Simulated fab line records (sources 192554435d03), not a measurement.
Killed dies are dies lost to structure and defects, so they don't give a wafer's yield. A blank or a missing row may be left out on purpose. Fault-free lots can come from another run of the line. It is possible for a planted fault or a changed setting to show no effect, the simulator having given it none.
Split-lot study :: flow n5_finfet :: 39 wafers read across 7 lots, on a route 1938 steps long

## SPLIT DETAILS
At N5_BEOL_M1_TRENCH_ETCH_37 (etches SiOC in C4F6/O2, target depth 55.207 nm, time 29 s), the setting target_depth_a was moved away from the recipe's 552.07 angstrom on 9 of the 39 wafers read, by -58.2% to +41.0%. The other wafers ran this setting at the recipe's value.

## FROM THE SPLIT TO THE READING: what the file shows between them, 2 steps
- N5_BEOL_M1_ETCH_41: etches SiCN in CH3F/O2, target depth 31.9 nm, time 57.8 s
- N5_BEOL_M1_STRIP_97: strips in N2/H2, time 10 s

## THE READING
trench_depth_nm, in nm, at N5_BEOL_M1_OCD_MEAS_38. Typical for fault-free wafers on this fab line: 55.2 nm, with standard deviation 1.1 nm.

wafer: L076.1
tool, chamber at the split: rie_diel-04, 0
target_depth_a as run, angstrom: 230.9
against the recipe: -58.2%
trench_depth_nm, nm: 23.2
against lot-mates on the recipe: -31.9

wafer: L076.2
tool, chamber at the split: rie_diel-04, 1
target_depth_a as run, angstrom: 552.07
against the recipe: recipe
trench_depth_nm, nm: 55.3
against lot-mates on the recipe: -

wafer: L076.3
tool, chamber at the split: rie_diel-04, 3
target_depth_a as run, angstrom: 552.07
against the recipe: recipe
trench_depth_nm, nm: 55.4
against lot-mates on the recipe: -

wafer: L076.4
tool, chamber at the split: rie_diel-04, 2
target_depth_a as run, angstrom: 230.9
against the recipe: -58.2%
trench_depth_nm, nm: 23.3
against lot-mates on the recipe: -31.8

wafer: L076.5
tool, chamber at the split: rie_diel-04, 1
target_depth_a as run, angstrom: 552.07
against the recipe: recipe
trench_depth_nm, nm: 54.7
against lot-mates on the recipe: -

wafer: L076.6
tool, chamber at the split: rie_diel-04, 0
target_depth_a as run, angstrom: 230.9
against the recipe: -58.2%
trench_depth_nm, nm: 23.6
against lot-mates on the recipe: -31.5

wafer: L078.1
tool, chamber at the split: rie_diel-05, 1
target_depth_a as run, angstrom: 552.07
against the recipe: recipe
trench_depth_nm, nm: 52.6
against lot-mates on the recipe: -

wafer: L078.2
tool, chamber at the split: rie_diel-05, 0
target_depth_a as run, angstrom: 552.07
against the recipe: recipe
trench_depth_nm, nm: 56.3
against lot-mates on the recipe: -

wafer: L078.3
tool, chamber at the split: rie_diel-05, 2
target_depth_a as run, angstrom: 552.07
against the recipe: recipe
trench_depth_nm, nm: 54.9
against lot-mates on the recipe: -

wafer: L078.4
tool, chamber at the split: rie_diel-05, 3
target_depth_a as run, angstrom: 552.07
against the recipe: recipe
trench_depth_nm, nm: 55.3
against lot-mates on the recipe: -

wafer: L078.5
tool, chamber at the split: rie_diel-05, 3
target_depth_a as run, angstrom: 552.07
against the recipe: recipe
trench_depth_nm, nm: 55.5
against lot-mates on the recipe: -

wafer: L078.6
tool, chamber at the split: rie_diel-05, 0
target_depth_a as run, angstrom: 552.07
against the recipe: recipe
trench_depth_nm, nm: 55.7
against lot-mates on the recipe: -

wafer: L079.1
tool, chamber at the split: rie_diel-04, 2
target_depth_a as run, angstrom: 552.07
against the recipe: recipe
trench_depth_nm, nm: 54.3
against lot-mates on the recipe: -

wafer: L079.2
tool, chamber at the split: rie_diel-04, 3
target_depth_a as run, angstrom: 552.07
against the recipe: recipe
trench_depth_nm, nm: 54.6
against lot-mates on the recipe: -

wafer: L079.3
tool, chamber at the split: rie_diel-04, 1
target_depth_a as run, angstrom: 778.4
against the recipe: +41.0%
trench_depth_nm, nm: 76.2
against lot-mates on the recipe: +21.4

wafer: L079.4
tool, chamber at the split: rie_diel-04, 0
target_depth_a as run, angstrom: 778.4
against the recipe: +41.0%
trench_depth_nm, nm: 77.6
against lot-mates on the recipe: +22.8

wafer: L079.5
tool, chamber at the split: rie_diel-04, 1
target_depth_a as run, angstrom: 778.4
against the recipe: +41.0%
trench_depth_nm, nm: 76.0
against lot-mates on the recipe: +21.2

wafer: L079.6
tool, chamber at the split: rie_diel-04, 2
target_depth_a as run, angstrom: 552.07
against the recipe: recipe
trench_depth_nm, nm: 55.5
against lot-mates on the recipe: -

wafer: L081.1
tool, chamber at the split: rie_diel-03, 1
target_depth_a as run, angstrom: 552.07
against the recipe: recipe
trench_depth_nm, nm: 56.0
against lot-mates on the recipe: -

wafer: L081.2
tool, chamber at the split: rie_diel-03, 2
target_depth_a as run, angstrom: 552.07
against the recipe: recipe
trench_depth_nm, nm: 55.5
against lot-mates on the recipe: -

wafer: L081.3
tool, chamber at the split: rie_diel-03, 0
target_depth_a as run, angstrom: 552.07
against the recipe: recipe
trench_depth_nm, nm: 54.6
against lot-mates on the recipe: -

wafer: L081.4
tool, chamber at the split: rie_diel-03, 0
target_depth_a as run, angstrom: 552.07
against the recipe: recipe
trench_depth_nm, nm: 54.8
against lot-mates on the recipe: -

wafer: L081.5
tool, chamber at the split: rie_diel-03, 1
target_depth_a as run, angstrom: 552.07
against the recipe: recipe
trench_depth_nm, nm: 55.6
against lot-mates on the recipe: -

wafer: L081.6
tool, chamber at the split: rie_diel-03, 2
target_depth_a as run, angstrom: 552.07
against the recipe: recipe
trench_depth_nm, nm: 54.8
against lot-mates on the recipe: -

wafer: L083.1
tool, chamber at the split: rie_diel-03, 1
target_depth_a as run, angstrom: 552.07
against the recipe: recipe
trench_depth_nm, nm: 56.0
against lot-mates on the recipe: -

wafer: L083.2
tool, chamber at the split: rie_diel-03, 2
target_depth_a as run, angstrom: 552.07
against the recipe: recipe
trench_depth_nm, nm: 54.8
against lot-mates on the recipe: -

wafer: L083.3
tool, chamber at the split: rie_diel-03, 3
target_depth_a as run, angstrom: 552.07
against the recipe: recipe
trench_depth_nm, nm: 57.4
against lot-mates on the recipe: -

wafer: L083.4
tool, chamber at the split: rie_diel-03, 0
target_depth_a as run, angstrom: 552.07
against the recipe: recipe
trench_depth_nm, nm: 55.2
against lot-mates on the recipe: -

wafer: L083.5
tool, chamber at the split: rie_diel-03, 0
target_depth_a as run, angstrom: 552.07
against the recipe: recipe
trench_depth_nm, nm: 55.0
against lot-mates on the recipe: -

wafer: L083.6
tool, chamber at the split: rie_diel-03, 3
target_depth_a as run, angstrom: 552.07
against the recipe: recipe
trench_depth_nm, nm: 58.1
against lot-mates on the recipe: -

wafer: L087.1
tool, chamber at the split: rie_diel-04, 1
target_depth_a as run, angstrom: 552.07
against the recipe: recipe
trench_depth_nm, nm: 53.9
against lot-mates on the recipe: -

wafer: L087.2
tool, chamber at the split: rie_diel-04, 2
target_depth_a as run, angstrom: 689.6
against the recipe: +24.9%
trench_depth_nm, nm: 69.0
against lot-mates on the recipe: +14.0

wafer: L087.3
tool, chamber at the split: rie_diel-04, 3
target_depth_a as run, angstrom: 689.6
against the recipe: +24.9%
trench_depth_nm, nm: 69.1
against lot-mates on the recipe: +14.1

wafer: L087.4
tool, chamber at the split: rie_diel-04, 0
target_depth_a as run, angstrom: 689.6
against the recipe: +24.9%
trench_depth_nm, nm: 69.3
against lot-mates on the recipe: +14.3

wafer: L087.5
tool, chamber at the split: rie_diel-04, 3
target_depth_a as run, angstrom: 552.07
against the recipe: recipe
trench_depth_nm, nm: 55.2
against lot-mates on the recipe: -

wafer: L087.6
tool, chamber at the split: rie_diel-04, 0
target_depth_a as run, angstrom: 552.07
against the recipe: recipe
trench_depth_nm, nm: 55.8
against lot-mates on the recipe: -

wafer: L090.3
tool, chamber at the split: rie_diel-03, 1
target_depth_a as run, angstrom: 552.07
against the recipe: recipe
trench_depth_nm, nm: 55.8
against lot-mates on the recipe: -

wafer: L090.5
tool, chamber at the split: rie_diel-03, 3
target_depth_a as run, angstrom: 552.07
against the recipe: recipe
trench_depth_nm, nm: 57.1
against lot-mates on the recipe: -

wafer: L090.6
tool, chamber at the split: rie_diel-03, 2
target_depth_a as run, angstrom: 552.07
against the recipe: recipe
trench_depth_nm, nm: 55.2
against lot-mates on the recipe: -

THE FIT
A straight line over all 39 wafers: trench_depth_nm changes by +0.541 nm for each +1% of target_depth_a; r = +1.00; the points scatter about the line by 0.99 nm.
The same after taking each lot's own level away (the mean of its wafers on the recipe; 39 wafers): +0.544 nm for each +1%; r = +1.00; scatter 0.86 nm.
According to that fit, moving target_depth_a by its largest amount changes the reading by 32 nm.
Measured against the standard deviation above, the lots' own levels, which go from 54.80 to 56.08 nm, span 1.2 times it.
The two slopes agree, so the slope changes little with the lot-to-lot level.
Check: -31.6 nm against its lot-mates is what the line predicts for one of the wafers moved furthest among these (-58.2%) when that wafer is left out of the fit. It came out at -31.9 nm against them.

## FURTHER SPLITS ON THESE WAFERS
These wafers also went through other splits before the reading. Each is held against what the fit with the lots' levels taken away leaves over:
other split on the same wafers: N5_FIN_SAQP_PECVD_06 time_s
wafers away from the commonest value: 15
r with trench_depth_nm (lot level and that fit taken away): +0.10

other split on the same wafers: N5_FIN_SAQP_ETCH_65 time_s
wafers away from the commonest value: 15
r with trench_depth_nm (lot level and that fit taken away): +0.04

other split on the same wafers: N5_SD_EPI_N_ETCH_16 target_depth_a
wafers away from the commonest value: 12
r with trench_depth_nm (lot level and that fit taken away): -0.25

other split on the same wafers: N5_GATE_CUT_DESCUM_18 time_s
wafers away from the commonest value: 18
r with trench_depth_nm (lot level and that fit taken away): +0.24

## THE WHOLE CHAIN: every reading that the file lists as answering this split, in the file's order
step: N5_BEOL_M1_TRENCH_ETCH_37
what it does: etches SiOC in C4F6/O2, target depth 55.207 nm, time 29 s
reading: BEOL_M1.feature_depth_nm (the simulator's own value, which no gauge read)
change (the file's fit): +0.544 nm for each +1% of the setting
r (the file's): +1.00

step: N5_BEOL_M1_TRENCH_ETCH_37
what it does: etches SiOC in C4F6/O2, target depth 55.207 nm, time 29 s
reading: etch.depth_nm (the simulator's own value, which no gauge read)
change (the file's fit): +0.543 nm for each +1% of the setting
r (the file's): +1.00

step: N5_BEOL_M1_TRENCH_ETCH_37
what it does: etches SiOC in C4F6/O2, target depth 55.207 nm, time 29 s
reading: TiN_of_BEOL_M1_HM_DEP_02.thk_nm (the simulator's own value, which no gauge read)
change (the file's fit): -0.0234 nm for each +1% of the setting
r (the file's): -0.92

step: N5_BEOL_M1_OCD_MEAS_38
what it does: 
reading: trench_depth_nm
change (the file's fit): +0.544 nm for each +1% of the setting
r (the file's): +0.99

## THE FILE'S OWN FIT
trench_depth_nm changes by +0.544 nm for each +1% of target_depth_a, r = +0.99.
